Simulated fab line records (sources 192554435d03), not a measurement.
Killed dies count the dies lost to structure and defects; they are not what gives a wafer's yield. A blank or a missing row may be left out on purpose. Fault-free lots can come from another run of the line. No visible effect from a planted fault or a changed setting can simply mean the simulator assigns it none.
Check of tool commonality | flow n5-finfet | 10 lots, 30 wafers sampled

== WHY IT WAS OPENED ==
N5_BEOL_M2_OVL_MEAS_29, reading V1_OVL: flagged on 2 of 10 lots. No-fault wafers: 0.1 nm, standard deviation 0.66.
Rule: a lot gets a flag if all its wafers with a number sit over 4 standard deviations from that mean, or if no wafer of it has a number. The rest of the lots are taken to be sound.

lot  | measured     | on         | V1_OVL (nm), wafer by wafer | flag
L690 | day 6 11:47  | overlay-01 | -0.9 -0.8 -0.1              |
L692 | day 7 09:25  | overlay-01 | 0.9 1.3 0.3                 |
L693 | day 7 11:58  | overlay-01 | -1.3 -0.8 0.1               |
L696 | day 8 09:03  | overlay-01 | -0.6 -0.8 -0.1              |
L700 | day 9 03:40  | overlay-01 | 0.5 0.4 0.9                 |
L702 | day 9 20:34  | overlay-02 | -0.4 -0.4 -0.7              |
L703 | day 9 20:58  | overlay-02 | 5.0 5.8 5.3                 | FLAGGED
L708 | day 11 06:53 | overlay-02 | 5.1 5.1 4.4                 | FLAGGED
L710 | day 11 08:59 | overlay-02 | 0.4 1.0 0.1                 |
L709 | day 11 09:59 | overlay-01 | -0.2 1.0 -0.2               |
On average the flagged lots' numbers are 5.1 nm, which is +5.0 nm against the usual, or +8 standard deviations.

== WHICH TOOL EACH LOT WENT THROUGH ==
2 process steps preceding the reading are held in the record, out of 1938 steps in the route. Read each cell as the tool, then ch plus the chambers that the sampled wafers visited, then the start.
lot  | flag    | N5_BEOL_M2_HM_DEP_02         | N5_BEOL_M2_EXPOSE_25
L690 |         | pvd-sputter-03, day 6 10:03  | euv-scanner-01 ch 0, day 6 11:37
L692 |         | pvd-sputter-02, day 7 07:44  | euv-scanner-02 ch 0, day 7 09:14
L693 |         | pvd-sputter-03, day 7 10:17  | euv-scanner-01 ch 0, day 7 11:47
L696 |         | pvd-sputter-01, day 8 07:22  | euv-scanner-02 ch 0, day 8 08:52
L700 |         | pvd-sputter-01, day 9 02:03  | euv-scanner-02 ch 0, day 9 03:30
L702 |         | pvd-sputter-01, day 9 18:53  | euv-scanner-02 ch 0, day 9 20:23
L703 | FLAGGED | pvd-sputter-03, day 9 19:18  | euv-scanner-02 ch 0, day 9 20:48
L708 | FLAGGED | pvd-sputter-02, day 11 05:19 | euv-scanner-02 ch 0, day 11 06:43
L710 |         | pvd-sputter-01, day 11 07:34 | euv-scanner-01 ch 0, day 11 08:49
L709 |         | pvd-sputter-02, day 11 08:35 | euv-scanner-01 ch 0, day 11 09:49
What is done by these steps:
- N5_BEOL_M2_HM_DEP_02: deposits TiN, target thk 20 nm.
- N5_BEOL_M2_EXPOSE_25: exposes mask V1, defocus 5 nm.
- N5_BEOL_M2_OVL_MEAS_29

== FLAGGED OVER TOTAL, TOOL BY TOOL (the gauges that took the reading come last) ==
step                   | tool           | lots run | flagged | share of the flagged lots | sound lots run after its first flagged lot
N5_BEOL_M2_HM_DEP_02   | pvd-sputter-01 | 4        | 0       | none                      | -
N5_BEOL_M2_HM_DEP_02   | pvd-sputter-02 | 3        | 1       | some                      | 1 (L709)
N5_BEOL_M2_HM_DEP_02   | pvd-sputter-03 | 3        | 1       | some                      | 0
N5_BEOL_M2_EXPOSE_25   | euv-scanner-01 | 4        | 0       | none                      | -
N5_BEOL_M2_EXPOSE_25   | euv-scanner-02 | 6        | 2       | all                       | 0
N5_BEOL_M2_OVL_MEAS_29 | overlay-01     | 6        | 0       | none                      | -
N5_BEOL_M2_OVL_MEAS_29 | overlay-02     | 4        | 2       | all                       | 1 (L710)

== THE TABLE: WHAT IT ALLOWS ==
2 rows of the table ran every flagged lot: euv-scanner-02 at N5_BEOL_M2_EXPOSE_25, overlay-02 at N5_BEOL_M2_OVL_MEAS_29.
- euv-scanner-02 at N5_BEOL_M2_EXPOSE_25 ran 6 lots, 2 of them flagged. A fault beginning between L702 (day 9 20:23), its last sound lot, and L703 (day 9 20:48), its first flagged one, fits the data.
- overlay-02 at N5_BEOL_M2_OVL_MEAS_29 ran 4 lots, 2 of them flagged. After the first flagged lot (L710), sound lots still ran on it; a lasting fault on the whole tool would not permit that.
Left over: one tool, euv-scanner-02 at N5_BEOL_M2_EXPOSE_25.

== WHAT HAD BEEN PUT IN BY THE SIMULATOR ==
Scanner matching overlay: euv-scanner-02, from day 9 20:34 on, at N5_BEOL_M2_EXPOSE_25. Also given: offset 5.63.
Lots struck among those shown: L703, L708. The rule given above showed the same thing.
